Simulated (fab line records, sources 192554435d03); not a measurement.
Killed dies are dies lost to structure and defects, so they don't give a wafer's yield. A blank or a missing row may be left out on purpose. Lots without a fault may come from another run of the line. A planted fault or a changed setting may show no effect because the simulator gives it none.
Split-lot experiment | flow n5_finfet | 7 lots, 39 wafers read, on a route of 1938 steps

THE SPLIT
At N5_BEOL_M13_SPUTTER_43 (material TaN, target thk 15 nm, time 24.19 s), the setting time_s was moved away from the recipe's 24.19 s on 15 of the 39 wafers read, by -16.3% to +52.9%. The other wafers ran this setting at the recipe's value.

FROM THE SPLIT TO THE READING: what the file shows between them, 4 steps
- N5_BEOL_M13_SPUTTER_44: material Ta, target thk 10 nm, time 16.13 s
- N5_BEOL_M13_SPUTTER_45: material Cu, target thk 80 nm, time 13.33 s
- N5_BEOL_M13_ECD_47: material Cu, target thk 936 nm
- N5_BEOL_M13_ANNEAL_48: time 90 s

THE READING
barrier_field_endpoint_s, in s, at N5_BEOL_M13_CMP_49 (polishes, stops on SiOC, t overpolish 17.1 s, target thk 420 nm). Fault-free wafers of this fab line usually give 30.4 s, standard deviation 1.1 s.

wafer  | tool, chamber at the split | time_s as run, s | against the recipe | barrier_field_endpoint_s, s | against lot-mates on the recipe
L078.3 | pvd_sputter-02, -          | 24.19            | recipe             | 31.8                        | -
L078.2 | pvd_sputter-02, -          | 24.19            | recipe             | 29.4                        | -
L078.4 | pvd_sputter-02, -          | 24.19            | recipe             | 32.2                        | -
L078.1 | pvd_sputter-02, -          | 20.24            | -16.3%             | 28.6                        | -2.5
L078.5 | pvd_sputter-02, -          | 20.24            | -16.3%             | 28.5                        | -2.6
L078.6 | pvd_sputter-02, -          | 20.24            | -16.3%             | 27.0                        | -4.1
L080.2 | pvd_sputter-03, -          | 31.75            | +31.3%             | 33.4                        | +3.6
L080.3 | pvd_sputter-03, -          | 24.19            | recipe             | 30.4                        | -
L080.1 | pvd_sputter-03, -          | 31.75            | +31.3%             | 37.3                        | +7.5
L080.4 | pvd_sputter-03, -          | 24.19            | recipe             | 30.4                        | -
L080.6 | pvd_sputter-03, -          | 24.19            | recipe             | 28.5                        | -
L080.5 | pvd_sputter-03, -          | 31.75            | +31.3%             | 36.4                        | +6.6
L079.3 | pvd_sputter-03, -          | 24.19            | recipe             | 30.0                        | -
L079.1 | pvd_sputter-03, -          | 34.12            | +41.1%             | 39.3                        | +9.5
L079.2 | pvd_sputter-03, -          | 34.12            | +41.1%             | 37.9                        | +8.1
L079.4 | pvd_sputter-03, -          | 24.19            | recipe             | 29.0                        | -
L079.6 | pvd_sputter-03, -          | 34.12            | +41.1%             | 39.2                        | +9.4
L079.5 | pvd_sputter-03, -          | 24.19            | recipe             | 30.4                        | -
L081.3 | pvd_sputter-02, -          | 24.19            | recipe             | 30.8                        | -
L081.1 | pvd_sputter-02, -          | 33.35            | +37.9%             | 34.6                        | +3.9
L081.2 | pvd_sputter-02, -          | 33.35            | +37.9%             | 38.1                        | +7.4
L081.4 | pvd_sputter-02, -          | 24.19            | recipe             | 30.2                        | -
L081.5 | pvd_sputter-02, -          | 24.19            | recipe             | 31.2                        | -
L081.6 | pvd_sputter-02, -          | 33.35            | +37.9%             | 35.7                        | +5.0
L083.2 | pvd_sputter-02, -          | 24.19            | recipe             | 27.6                        | -
L083.1 | pvd_sputter-02, -          | 24.19            | recipe             | 30.0                        | -
L083.6 | pvd_sputter-02, -          | 24.19            | recipe             | 27.3                        | -
L097.1 | pvd_sputter-01, -          | 24.19            | recipe             | 32.1                        | -
L097.4 | pvd_sputter-01, -          | 24.19            | recipe             | 29.9                        | -
L097.3 | pvd_sputter-01, -          | 24.19            | recipe             | 32.0                        | -
L097.2 | pvd_sputter-01, -          | 24.19            | recipe             | 28.2                        | -
L097.6 | pvd_sputter-01, -          | 24.19            | recipe             | 31.3                        | -
L097.5 | pvd_sputter-01, -          | 24.19            | recipe             | 29.8                        | -
L096.4 | pvd_sputter-03, -          | 36.99            | +52.9%             | 41.4                        | +9.1
L096.2 | pvd_sputter-03, -          | 24.19            | recipe             | 33.0                        | -
L096.1 | pvd_sputter-03, -          | 24.19            | recipe             | 31.9                        | -
L096.3 | pvd_sputter-03, -          | 36.99            | +52.9%             | 39.6                        | +7.3
L096.6 | pvd_sputter-03, -          | 24.19            | recipe             | 31.9                        | -
L096.5 | pvd_sputter-03, -          | 36.99            | +52.9%             | 42.9                        | +10.6

THE FIT
A straight line over all 39 wafers: barrier_field_endpoint_s changes by +0.187 s for each +1% of time_s; r = +0.93; the points scatter about the line by 1.5 s.
The same after taking each lot's own level away (the mean of its wafers on the recipe; 39 wafers): +0.18 s for each +1%; r = +0.95; scatter 1.3 s.
On that fit, the largest move of time_s shifts the reading by 9.5 s.
The lots' own levels span 28.30 to 32.27 s, that is 3.6 times the standard deviation above.
So the lot-to-lot level changes the slope little: the two slopes agree.
Check: with one of the wafers moved furthest among these (+52.9%) left out of the fit, the line predicts +9.57 s for it against its lot-mates. It came out at +9.13 s against them.

OTHER SPLITS ON THESE WAFERS
These wafers also went through other splits before the reading. Each is held against what the fit with the lots' levels taken away leaves over:
other split on the same wafers      | wafers away from the commonest value | r with barrier_field_endpoint_s (lot level and that fit taken away)
N5_BEOL_M8_TRENCH_ETCH_37 time_s    | 12                                   | -0.04
N5_BEOL_M11_ILD_DEP_00 target_thk_a | 15                                   | -0.22

THE WHOLE CHAIN: every reading that the file lists as answering this split, in the file's order
step                   | what it does                                                    | reading                                                                            | change (the file's fit)               | r (the file's)
N5_BEOL_M13_SPUTTER_43 | material TaN, target thk 15 nm, time 24.19 s                    | TaN_of_BEOL_M13_SPUTTER_43.thk_nm (the simulator's own value, which no gauge read) | +0.149 nm for each +1% of the setting | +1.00
N5_BEOL_M13_CMP_49     | polishes, stops on SiOC, t overpolish 17.1 s, target thk 420 nm | barrier_field_endpoint_s                                                           | +0.18 s for each +1% of the setting   | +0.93

THE FILE'S OWN FIT
barrier_field_endpoint_s changes by +0.18 s for each +1% of time_s, r = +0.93.
